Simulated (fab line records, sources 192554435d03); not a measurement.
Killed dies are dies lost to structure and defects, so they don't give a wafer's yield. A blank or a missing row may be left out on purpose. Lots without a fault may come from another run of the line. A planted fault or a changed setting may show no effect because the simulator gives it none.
Chamber matching | flow n5_finfet | N5_BEOL_M6_ALD_77 on ald_metal-02: 4 sister chambers
The step deposits TaN, target thk 2 nm, pulse time 2 s, purge time 3 s. 18 wafers are shown with their chamber, then 9 later ones without.

WAFERS WITH THEIR CHAMBER
wafer  | chamber | heater_power_w (W) | chamber_pressure_Torr (Torr)
L074.4 | 3       | 416                | 2.996
L074.5 | 2       | 409                | 2.999
L074.6 | 1       | 428                | 2.994
L075.1 | 1       | 414                | 2.996
L075.3 | 3       | 405                | 2.991
L075.6 | 0       | 472                | 2.993
L076.1 | 1       | 417                | 2.992
L076.3 | 2       | 406                | 2.996
L076.5 | 1       | 389                | 2.996
L078.1 | 2       | 414                | 3.002
L078.3 | 0       | 467                | 2.998
L078.5 | 2       | 404                | 3.010
L081.3 | 2       | 412                | 2.992
L081.4 | 1       | 420                | 3.001
L081.5 | 0       | 466                | 2.991
L087.1 | 2       | 398                | 2.996
L087.2 | 1       | 426                | 2.995
L087.3 | 3       | 428                | 3.001

SIGNATURES (means of the wafers above)
reading               | chamber 0 | chamber 1 | chamber 2 | chamber 3 | scatter within a chamber
heater_power_w        | 468.33    | 415.67    | 407.17    | 416.33    | 10.2
chamber_pressure_Torr | 2.99400   | 2.99567   | 2.99917   | 2.99600   | 0.00477
Rule: a wafer's distance from a chamber is the root of the sum, over the readings, of the square of ((its reading less the chamber's mean) divided by the reading's scatter). The wafer belongs to the nearest chamber; if the next one is less than 2 further off, it can't be placed. The scatter: the root of (the sum of the squares of (reading less its chamber's mean) over the shown wafers, divided by (wafers less chambers)).

WAFERS WITHOUT THEIR CHAMBER
wafer  | heater_power_w (W) | chamber_pressure_Torr (Torr)
L090.3 | 414                | 3.004
L090.4 | 409                | 2.989
L090.6 | 477                | 2.997
L094.1 | 407                | 2.999
L094.4 | 404                | 2.993
L094.6 | 403                | 3.006
L096.3 | 480                | 2.998
L096.4 | 413                | 3.001
L096.6 | 421                | 3.003

WHICH CHAMBER EACH WENT THROUGH
wafer  | from the rows above          | in truth
L090.3 | can't be placed: 2 or 3 or 1 | 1
L090.4 | can't be placed: 1 or 3 or 2 | 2
L090.6 | 0                            | 0
L094.1 | can't be placed: 2 or 1 or 3 | 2
L094.4 | can't be placed: 1 or 2 or 3 | 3
L094.6 | can't be placed: 2 or 3 or 1 | 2
L096.3 | 0                            | 0
L096.4 | can't be placed: 2 or 3 or 1 | 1
L096.6 | can't be placed: 3 or 2 or 1 | 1
Placed correctly: 2 of 9. Can't be placed from these rows: 7 (the true chamber is among the candidates in 7). Placed wrongly: 0.
